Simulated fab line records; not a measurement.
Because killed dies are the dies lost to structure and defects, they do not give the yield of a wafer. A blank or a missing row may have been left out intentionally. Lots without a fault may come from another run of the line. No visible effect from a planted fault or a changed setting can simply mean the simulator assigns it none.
8D (eight disciplines) problem report, filled in by code / flow n5-finfet / the parts of the form that need people (team, actions taken, sign-off) are left out

== 1. WHAT IS WRONG ==
susceptor-temp-C at N5_BEOL_M11_ILD_DEP_00 reads a mean of 296.63 C on 9 wafers of 3 lots; wafers without a fault read 300.02 C with a standard deviation of 0.22. That puts it -15 standard deviations away from the usual mean.
The step: deposits SiCOH lowk from DEMS/porogen, target thk 308.51 nm, time 58 s.
The first sign was on wafer L643.4 at day 15 00:26, on pecvd-01. The record has a number at this step for 21 wafers belonging to 7 lots. The rule behind "out" and "out of limits": a value lying over 4 standard deviations away from the usual mean. Any other wafer with a number is counted as sound.

== 2. WHAT IT IS; WHAT IT IS NOT ==
question=which readings at this step | is=susceptor-temp-C | is not=heater-power-outer-w, heater-power-w, showerhead-plenum-p-Torr, showerhead-vpp-V, throttle-valve-pct
question=which lots | is=L642, L643, L644 | is not=L627, L628, L630, L647
question=which wafers of those lots | is=all that have a number | is not=-
question=read on which tools | is=pecvd-01 | is not=pecvd-03, pecvd-04
question=when | is=from day 15 00:26 | is not=up to then (9 sound wafers); but 3 sound wafers of L647 came after

== 3. THE SUSPECTS, EACH WITH WHAT RULES IT OUT ==
Counting: a tool at a process step up to the reading stays a suspect if it ran every lot that is out and no sound lot after the first of them.
- ald-metal-04 at N5_BEOL_M10_ALD_74 (deposits TaN, target thk 2 nm, pulse time 2 s, purge time 3 s): kept. It processed each lot that is out, first L643 at day 14 22:46, and no sound lot thereafter; up to then, the last sound lot it processed was L628 at day 10 22:04.
- pvd-sputter-03 at N5_BEOL_M10_SPUTTER_48 (material Cu, target thk 12 nm, time 2 s): ruled out as a lasting fault. Sound lots L647 ran on it after its first lot that is out, L643 (day 14 23:17).
- pecvd-01 at N5_BEOL_M11_ILD_DEP_00 (deposits SiCOH lowk from DEMS/porogen, target thk 308.51 nm, time 58 s): kept. It processed each lot that is out, first L643 at day 15 00:26, and no sound lot thereafter; up to then, the last sound lot it processed was L630 at day 11 17:20. On those wafers its own readings are out: susceptor-temp-C.
What counting leaves: ald-metal-04 at N5_BEOL_M10_ALD_74 and pecvd-01 at N5_BEOL_M11_ILD_DEP_00.

== 4. THE CAUSE (what the simulator had put in) ==
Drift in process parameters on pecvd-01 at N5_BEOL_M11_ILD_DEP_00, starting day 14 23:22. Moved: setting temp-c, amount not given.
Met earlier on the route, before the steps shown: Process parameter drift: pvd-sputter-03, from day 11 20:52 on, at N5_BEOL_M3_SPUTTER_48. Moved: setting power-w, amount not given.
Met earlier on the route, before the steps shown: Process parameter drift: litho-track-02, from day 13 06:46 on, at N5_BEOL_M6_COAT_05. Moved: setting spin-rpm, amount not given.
This tool is one of the 2 suspects left after counting.

== 5. THE CHAIN OF EFFECTS, in route order ==
Each row: a reading whose mean over the struck wafers that have a number lies more than 3 standard deviations from the usual. Only readings for which the record gives a usual standard deviation are gone through. hours: the time from each lot's start at the first step in this table that gives one to its start at this step, as a median over the lots. sigmas: the change in usual standard deviations.
hours=0; step=N5_BEOL_M11_ILD_DEP_00; reading=susceptor-temp-C; usual=300.02 C; on struck wafers=296.63; change=-3.39; sigmas=-15
Process steps it contains:
- N5_BEOL_M11_ILD_DEP_00: deposits SiCOH lowk from DEMS/porogen, target thk 308.51 nm, time 58 s.

== 6. HOW IT WOULD HAVE BEEN CAUGHT EARLIER ==
In this record the first reading out of limits was taken at day 15 00:26, 1 hour after the fault began at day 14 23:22.
